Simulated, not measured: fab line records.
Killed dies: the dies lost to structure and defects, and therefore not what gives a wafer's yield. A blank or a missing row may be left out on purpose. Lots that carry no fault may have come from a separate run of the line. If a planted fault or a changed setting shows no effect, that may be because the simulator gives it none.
The tool behind it: which one?	flow n5Finfet	24 lots, 72 wafers sampled, at 3 steps of a route of 1938

== WHAT EACH GAUGE READ, for each wafer ==
N5_BEOL_M0_SAQP_CD_MEAS_40 targets a cd of 30 nm.
lot	measured	on	cdNm (nm)
L074	day 5 18:37	cdSem-03	29.64 29.80 29.95
L075	day 5 22:59	cdSem-02	29.77 30.24 29.93
L076	day 6 05:53	cdSem-02	29.83 29.89 29.37
L077	day 6 10:27	cdSem-02	30.22 29.34 30.05
L078	day 6 16:17	cdSem-02	30.11 30.18 30.16
L079	day 7 04:21	cdSem-02	30.17 29.83 29.94
L080	day 7 07:28	cdSem-03	30.29 29.87 30.03
L081	day 7 13:16	cdSem-03	29.91 30.03 29.97
L082	day 7 21:41	cdSem-03	30.31 30.34 29.60
L083	day 8 01:29	cdSem-03	29.93 29.89 30.07
L084	day 8 05:33	cdSem-03	29.78 29.98 29.86
L085	day 8 19:51	cdSem-03	29.62 30.36 29.60
L087	day 8 23:14	cdSem-01	30.12 30.41 29.75
L086	day 8 23:47	cdSem-02	30.25 29.76 30.00
L088	day 9 04:39	cdSem-03	29.74 29.81 29.69
L089	day 9 13:14	cdSem-03	29.97 29.94 30.11
L091	day 9 20:03	cdSem-03	30.18 30.39 30.68
L090	day 10 00:53	cdSem-01	29.91 29.78 29.56
L092	day 10 08:21	cdSem-02	29.82 29.97 29.89
L093	day 10 11:22	cdSem-01	30.06 29.52 29.45
L094	day 10 14:45	cdSem-01	29.62 29.78 29.79
L095	day 10 18:26	cdSem-01	30.03 29.90 29.45
L096	day 11 05:05	cdSem-03	30.01 29.61 29.90
L097	day 11 08:08	cdSem-02	30.53 30.49 29.97

N5_BEOL_M0_CUTY_CD_MEAS_57 targets a cd of 200 nm.
lot	measured	on	cdNm (nm)
L074	day 5 20:16	cdSem-03	201.5 200.8 201.4
L075	day 6 00:20	cdSem-03	199.4 200.1 201.0
L076	day 6 07:16	cdSem-03	200.1 200.4 200.9
L077	day 6 12:26	cdSem-03	200.3 199.0 200.9
L078	day 6 17:35	cdSem-02	198.7 199.0 198.9
L079	day 7 05:49	cdSem-03	200.6 200.1 199.2
L080	day 7 09:04	cdSem-03	198.4 199.5 197.8
L081	day 7 14:34	cdSem-01	199.7 200.1 198.6
L082	day 7 23:21	cdSem-01	200.0 200.2 199.5
L083	day 8 02:54	cdSem-03	200.2 200.5 200.2
L084	day 8 07:42	cdSem-01	200.6 201.0 202.0
L085	day 8 21:29	cdSem-03	199.2 200.6 200.0
L087	day 9 00:50	cdSem-02	201.0 200.7 200.5
L086	day 9 01:13	cdSem-01	201.0 199.5 199.6
L088	day 9 06:04	cdSem-01	199.7 200.0 200.4
L089	day 9 14:32	cdSem-03	201.1 201.7 201.7
L091	day 9 21:43	cdSem-01	199.5 200.2 200.1
L090	day 10 02:46	cdSem-03	199.6 199.0 199.4
L092	day 10 10:07	cdSem-02	201.0 200.8 200.2
L093	day 10 12:40	cdSem-02	199.1 200.0 198.0
L094	day 10 16:06	cdSem-01	200.5 200.3 200.5
L095	day 10 19:52	cdSem-03	199.3 197.7 198.2
L096	day 11 06:23	cdSem-03	200.4 200.0 200.5
L097	day 11 10:01	cdSem-03	200.2 200.0 199.9

== WHAT TOOL EACH LOT RAN ON (gives the tool, then ch and the chambers of the sampled wafers, and finally the start) ==
lot	N5_BEOL_M0_SAQP_RECESS_109
L074	vaporEtch-02 ch 0,1, day 5 17:23
L075	vaporEtch-02 ch 0,1, day 5 21:40
L076	vaporEtch-02 ch 0,1, day 6 04:34
L077	vaporEtch-02 ch 0,1, day 6 09:08
L078	vaporEtch-01 ch 0,1, day 6 14:58
L079	vaporEtch-01 ch 0,1, day 7 03:09
L080	vaporEtch-01 ch 0,1, day 7 06:01
L081	vaporEtch-02 ch 0,1, day 7 12:00
L082	vaporEtch-02 ch 0,1, day 7 20:28
L083	vaporEtch-01 ch 0, day 8 00:17
L084	vaporEtch-02 ch 1, day 8 04:07
L085	vaporEtch-02 ch 0,1, day 8 18:29
L087	vaporEtch-01 ch 0,1, day 8 21:19
L086	vaporEtch-02 ch 0,1, day 8 21:43
L088	vaporEtch-02 ch 0,1, day 9 03:27
L089	vaporEtch-02 ch 0,1, day 9 11:47
L091	vaporEtch-01 ch 0,1, day 9 18:44
L090	vaporEtch-01 ch 0,1, day 9 23:42
L092	vaporEtch-01 ch 0,1, day 10 07:01
L093	vaporEtch-02 ch 0,1, day 10 10:02
L094	vaporEtch-02 ch 0,1, day 10 13:25
L095	vaporEtch-01 ch 0,1, day 10 17:08
L096	vaporEtch-02 ch 0,1, day 11 03:54
L097	vaporEtch-02 ch 0,1, day 11 06:57
- N5_BEOL_M0_SAQP_RECESS_109: chemistry HF/NH3, target SiO2, target depth 3 nm, afs cycles 1, sublimation time 60 s.

== WHAT THE TOOLS THEMSELVES READ (means of the sampled wafers that have a number; where no wafer has one, the mark that the record gives instead) ==
N5_BEOL_M0_SAQP_RECESS_109.
lot	tool	drypumpMotorCurrentA (A)
L074	vaporEtch-02	5.5
L075	vaporEtch-02	5.5
L076	vaporEtch-02	5.5
L077	vaporEtch-02	5.5
L078	vaporEtch-01	6.1
L079	vaporEtch-01	5.8
L080	vaporEtch-01	6.2
L081	vaporEtch-02	5.5
L082	vaporEtch-02	5.5
L083	vaporEtch-01	6.4
L084	vaporEtch-02	5.4
L085	vaporEtch-02	5.5
L087	vaporEtch-01	5.9
L086	vaporEtch-02	5.5
L088	vaporEtch-02	5.5
L089	vaporEtch-02	5.5
L091	vaporEtch-01	5.9
L090	vaporEtch-01	6.2
L092	vaporEtch-01	6.1
L093	vaporEtch-02	5.5
L094	vaporEtch-02	5.5
L095	vaporEtch-01	6.2
L096	vaporEtch-02	5.5
L097	vaporEtch-02	5.5

== THE ANSWER, worked out from the rows above alone ==
Rule: the usual values come from the lots themselves. The widest of any qualifying gaps counts: lots, ordered by their means at a reading, are off when they make up no more than a third of the lots, leave a main group of 4 or more, and stand apart from it by 3 or more times the standard deviation of that group's means. Not used: any main group whose means are identical at the precision the tables above print for the reading. A lot without any number at a reading at which 4 lots or more have one is off too. The other lots that the step has rows for count as sound. After the gauges, taken in route order, come the tools' own readings; for these a lot's mean is taken, as printed above. At the first step where some lot is off, the reading lying furthest off is the one used; lots without a number count as furthest.
No lot is off at any reading shown: from this, nothing can be told.

== WHAT WAS PUT IN BY THE SIMULATOR ==
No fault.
